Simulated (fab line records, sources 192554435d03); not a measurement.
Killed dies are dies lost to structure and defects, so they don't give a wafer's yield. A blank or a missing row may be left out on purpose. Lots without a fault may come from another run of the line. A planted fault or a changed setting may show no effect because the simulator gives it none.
fab line records | flow n5_finfet | part 2 of 2: steps 27 to 32 of 32
record lots=5 wafers=15 last_day=17
route steps=1938 shown STI_FIN_REVEAL@208 DUMMY_GATE@212
lots that met no fault: from a run of the same line without faults
start_h: hours from the record's first day to the start of the lot's first wafer shown | wait_h: hours since the lot's step before | " the same as in the row above | L1.1+2: a row that stands for several wafers | - no value, or no start given | * or withheld: withheld | < > ~ a bound
route shown NAME@n: a module of which the file shows steps, and the number in the route of the first | usual: mean/standard deviation of fault-free wafers | same: alike in all rows | chamber/n: place in a boat | sites: the reading at each site | _std_site: their standard deviation | _edge_site: outer sites' mean less inner sites' | radius_mm: how far each site lies from the wafer's centre | mask NAME#n: copy n | behind: the tool/chamber that last shaped the wafer | hold: why the lot was held/for how many hours/how that ended | device: the transistor (n, p or np) that didn't switch | end of line: the same wafers' tests at the end of the route | a step without rows: its recipe alone | killed: dies lost to structure and defects at the first sort, not the wafer's yield | map: a wafer's dies, x killed, . not, _ none there
set.NAME: the setting as run; set.NAME@STEP: as run at that earlier step | model.NAME: the simulator's own value behind a step, which no gauge read
lots at some steps of the route; a table a step, a row a wafer
services: from which hour (start_h, from the record's first day; less than 0 if before it) a tool's chamber was out of use, for how many hours, and why
## steps
# step N5_DUMMY_GATE_DESCUM_20
# recipe chemistry=O2 time_s=6.2 source_power_w=50 bias_power_w=20 pressure_mtorr=20 rf_frequency_hz=2.712e+07 temp_c=40 resist=CAR-EUV o2_flow_sccm=225
# usual drypump_motor_current_A=5.9/0.57 o2_flow_sccm=225.1/0.7 oes_product_au=0.78/0.074 rf_vpp_V=243.9/1.2 showerhead_plenum_p_Torr=2.13/0.06 throttle_valve_pct=20.41/0.16
# columns lot.wafer tool chamber start_h wait_h drypump_motor_current_A o2_flow_sccm oes_product_au rf_hours_counter_h rf_vpp_V showerhead_plenum_p_Torr throttle_valve_pct
L074.2 rie_diel-03 1 46.68 0.0 6.0 224.7 0.78 127 246.0 2.17 20.32
L074.3 " 0 " " 6.8 225.6 0.82 77 245.0 2.13 20.44
L074.5 " 2 " " 4.9 224.7 0.68 - 243.6 2.05 20.48
L079.1 rie_diel-03 0 75.81 0.2 6.7 225.3 0.80 85 243.0 2.12 20.47
L079.2 " 2 " " 4.9 224.0 0.69 236 242.4 2.05 20.48
L079.6 " 3 " " 5.9 225.3 0.75 - 242.5 2.19 20.61
L092.3 rie_diel-01 3 157.83 0.0 6.4 225.2 0.74 180 243.6 2.10 20.46
L092.4 " 0 " " 5.8 224.8 0.92 18 243.7 2.11 20.23
L092.6 " 3 " " 6.3 225.5 0.75 - 241.7 2.10 20.45
L094.2 rie_diel-03 2 167.25 0.0 4.9 224.9 0.93 8 242.6 2.04 20.04
L094.3 " 0 " " 6.7 225.0 0.77 116 241.6 2.11 20.50
L094.6 " 3 " " 5.9 224.6 0.73 - 245.0 2.18 20.65
L097.3 rie_diel-03 2 185.43 0.1 4.8 224.2 0.91 13 244.4 2.04 20.05
L097.4 " 0 " " 6.7 225.3 0.76 121 244.2 2.11 20.50
L097.6 " 1 " " 6.0 224.9 0.75 - 245.8 2.16 20.39
# step N5_DUMMY_GATE_ETCH_29
# recipe chemistry=N2/H2 target=underlayer target_depth_a=130 ion_energy_ev=200 pressure_mtorr=30 source_w=840 bias_w=150 n2_flow_sccm=200 h2_flow_sccm=200
# usual bias_w=150.0/0.52 drypump_motor_current_A=5.9/0.56 oes_product_au=0.77/0.075 rf_vpp_V=525.1/2 showerhead_plenum_p_Torr=2.59/0.066 throttle_valve_pct=17.89/0.18
# columns lot.wafer tool chamber start_h wait_h bias_w drypump_motor_current_A oes_product_au rf_hours_counter_h rf_vpp_V showerhead_plenum_p_Torr throttle_valve_pct
L074.2 rie_diel-03 1 46.75 0.0 149.8 6.0 0.76 127 526.7 2.66 17.84
L074.3 " 0 " " 149.7 6.8 0.80 77 525.9 2.58 18.00
L074.5 " 2 " " 149.8 4.9 0.67 - 523.5 2.51 18.00
L079.1 rie_diel-03 0 75.88 0.0 150.1 6.7 0.79 85 524.9 2.58 18.01
L079.2 " 2 " " 149.2 4.9 0.67 236 523.8 2.50 18.02
L079.6 " 3 " " 150.1 5.9 0.74 - 525.3 2.65 18.06
L092.3 rie_diel-01 3 157.90 0.0 149.8 6.2 0.74 180 522.3 2.52 17.87
L092.4 " 0 " " 150.0 5.8 0.94 18 525.4 2.59 17.77
L092.6 " 3 " " 151.1 6.3 0.74 - 524.9 2.52 17.87
L094.2 rie_diel-03 2 167.31 0.0 150.1 4.9 0.92 8 522.2 2.50 17.56
L094.3 " 0 " " 150.3 6.8 0.76 116 523.7 2.56 18.04
L094.6 " 3 " " 150.0 5.9 0.72 - 527.0 2.64 18.09
L097.3 rie_diel-03 2 185.50 0.0 149.9 4.9 0.90 13 524.1 2.49 17.57
L097.4 " 0 " " 150.0 6.7 0.76 121 522.8 2.56 18.06
L097.6 " 1 " " 149.2 6.1 0.73 - 526.6 2.65 17.94
# step N5_DUMMY_GATE_ETCH_36
# recipe chemistry=CF4 target=SiARC target_depth_a=130 pressure_mtorr=40 source_w=545 bias_w=36 Ar_flow_sccm=100 cf4_flow_sccm=100 ion_energy_ev=80
# usual bias_w=35.99/0.11 cf4_flow_sccm=100.0/0.3 drypump_motor_current_A=5.9/0.57 mfc_ar_sccm=100.1/0.32 oes_product_au=0.77/0.077 rf_vpp_V=184.5/1.1 showerhead_plenum_p_Torr=2.19/0.053 throttle_valve_pct=15.64/0.16
# columns lot.wafer tool chamber start_h wait_h bias_w cf4_flow_sccm drypump_motor_current_A mfc_ar_sccm oes_product_au rf_hours_counter_h rf_vpp_V showerhead_plenum_p_Torr throttle_valve_pct
L074.2 rie_diel-03 1 46.79 0.0 35.96 99.6 6.0 100.1 0.77 127 185.7 2.26 15.73
L074.3 " 0 " " 35.91 100.1 6.8 99.8 0.80 77 185.3 2.18 15.58
L074.5 " 2 " " 36.04 100.0 4.9 100.3 0.67 - 183.9 2.13 15.86
L079.1 rie_diel-03 0 75.92 0.0 35.92 100.3 6.8 100.5 0.79 85 183.7 2.18 15.59
L079.2 " 2 " " 36.06 100.0 4.9 100.6 0.67 236 183.4 2.12 15.87
L079.6 " 3 " " 35.89 100.0 5.9 99.6 0.74 - 185.9 2.22 15.69
L092.3 rie_diel-01 3 157.94 0.0 35.94 99.4 6.3 99.9 0.75 180 185.0 2.14 15.69
L092.4 " 0 " " 36.07 99.6 5.8 100.2 0.94 18 184.4 2.19 15.59
L092.6 " 3 " " 36.10 99.4 6.3 99.7 0.74 - 183.9 2.14 15.68
L094.2 rie_diel-03 2 167.35 0.0 36.22 100.4 4.9 100.4 0.92 8 183.4 2.12 15.40
L094.3 " 0 " " 35.95 99.9 6.7 100.0 0.76 117 183.4 2.17 15.64
L094.6 " 3 " " 35.94 99.5 5.9 100.4 0.71 - 184.3 2.21 15.75
L097.3 rie_diel-03 2 185.54 0.0 35.90 99.9 4.9 100.4 0.90 13 182.9 2.12 15.40
L097.4 " 0 " " 36.00 100.0 6.7 100.6 0.76 121 183.1 2.17 15.67
L097.6 " 1 " " 36.13 99.8 6.1 99.8 0.73 - 185.8 2.24 15.83
# step N5_DUMMY_GATE_ETCH_37
# recipe chemistry=N2/H2 target=SOC target_depth_a=600 overetch_a=300 temp_c=40 ion_energy_ev=200 pressure_mtorr=30 source_w=840 bias_w=150 n2_flow_sccm=200 h2_flow_sccm=200
# usual bias_w=150.0/0.49 drypump_motor_current_A=5.9/0.56 oes_product_au=0.61/0.054 rf_vpp_V=525.1/2 showerhead_plenum_p_Torr=2.59/0.066 throttle_valve_pct=17.82/0.18
# columns lot.wafer tool chamber start_h wait_h bias_w drypump_motor_current_A oes_product_au rf_hours_counter_h rf_vpp_V showerhead_plenum_p_Torr throttle_valve_pct
L074.2 rie_diel-03 1 46.83 0.0 150.3 6.1 0.61 127 526.9 2.66 17.79
L074.3 " 0 " " 149.7 6.7 0.63 77 525.3 2.58 17.92
L074.5 " 2 " " 150.7 4.9 0.56 - 523.0 2.51 17.94
L079.1 rie_diel-03 0 75.96 0.0 150.6 6.7 0.63 85 525.3 2.58 17.93
L079.2 " 2 " " 149.9 4.9 0.55 236 521.9 2.50 17.95
L079.6 " 3 " " 150.3 6.0 0.59 - 526.6 2.66 17.99
L092.3 rie_diel-01 3 157.98 0.0 150.2 6.3 0.58 180 525.1 2.52 17.80
L092.4 " 0 " " 150.1 5.8 0.72 18 525.5 2.59 17.70
L092.6 " 3 " " 150.2 6.3 0.58 - 524.1 2.53 17.78
L094.2 rie_diel-03 2 167.39 0.0 150.0 4.9 0.73 8 521.4 2.50 17.48
L094.3 " 0 " " 149.5 6.8 0.61 117 525.2 2.56 17.97
L094.6 " 3 " " 150.4 6.0 0.56 - 526.1 2.64 18.03
L097.3 rie_diel-03 2 185.58 0.0 149.6 4.9 0.71 13 521.8 2.49 17.49
L097.4 " 0 " " 150.1 6.8 0.61 121 524.1 2.56 17.99
L097.6 " 1 " " 149.4 6.0 0.58 - 526.3 2.64 17.87
# step N5_DUMMY_GATE_STRIP_38
# recipe chemistry=N2/H2 temp_c=40 n2_flow_sccm=200 h2_flow_sccm=200 rf_frequency_hz=6e+07
# columns lot.wafer tool chamber start_h wait_h
L074.2+3+5 rie_diel-03 1,0,2 46.87 0.0
L079.1+2+6 rie_diel-03 0,2,3 76.00 0.0
L092.3+4+6 rie_diel-01 3,0,3 158.02 0.0
L094.2+3+6 rie_diel-03 2,0,3 167.43 0.0
L097.3+4+6 rie_diel-03 2,0,1 185.62 0.0
# step N5_DUMMY_GATE_STRIP_39
# recipe chemistry=N2/H2 temp_c=40 n2_flow_sccm=200 h2_flow_sccm=200 rf_frequency_hz=6e+07
# columns lot.wafer tool chamber start_h wait_h
L074.2+3+5 rie_diel-03 1,0,2 46.88 0.0
L079.1+2+6 rie_diel-03 0,2,3 76.01 0.0
L092.3+4+6 rie_diel-01 3,0,3 158.03 0.0
L094.2+3+6 rie_diel-03 2,0,3 167.44 0.0
L097.3+4+6 rie_diel-03 2,0,1 185.63 0.0
## services
# columns tool chamber start_h hours kind
pecvd-04 - 16.51 12.7 repair
rie_diel-03 1 18.57 4.2 repair
wet_bench-02 - 21.05 2.8 repair
ald_sin-04 - 32.14 6.0 pm
wet_bench-05 - 42.88 4.4 pm
cmp-04 - 54.42 0.6 repair
pecvd-02 - 59.95 2.8 pm
cmp-04 - 63.90 2.2 repair
euv_scanner-02 - 68.74 1.0 pm
pecvd-02 - 83.73 1.5 repair
rie_diel-03 1 85.69 1.9 repair
ald_sin-01 2 91.42 7.6 repair
cmp-04 - 92.09 4.0 pm
rie_diel-01 - 94.95 0.5 repair
pecvd-01 - 107.81 14.6 pm
euv_scanner-02 - 116.34 5.8 pm
lpcvd-02 - 116.42 1.4 repair
wet_bench-01 - 120.50 1.2 repair
euv_scanner-02 - 126.45 2.4 repair
pecvd-02 1 153.69 6.7 repair
wet_bench-02 - 158.65 4.3 repair
pecvd-01 - 167.15 7.7 repair
rie_diel-03 - 172.67 0.3 repair
euv_scanner-02 - 172.76 1.0 pm
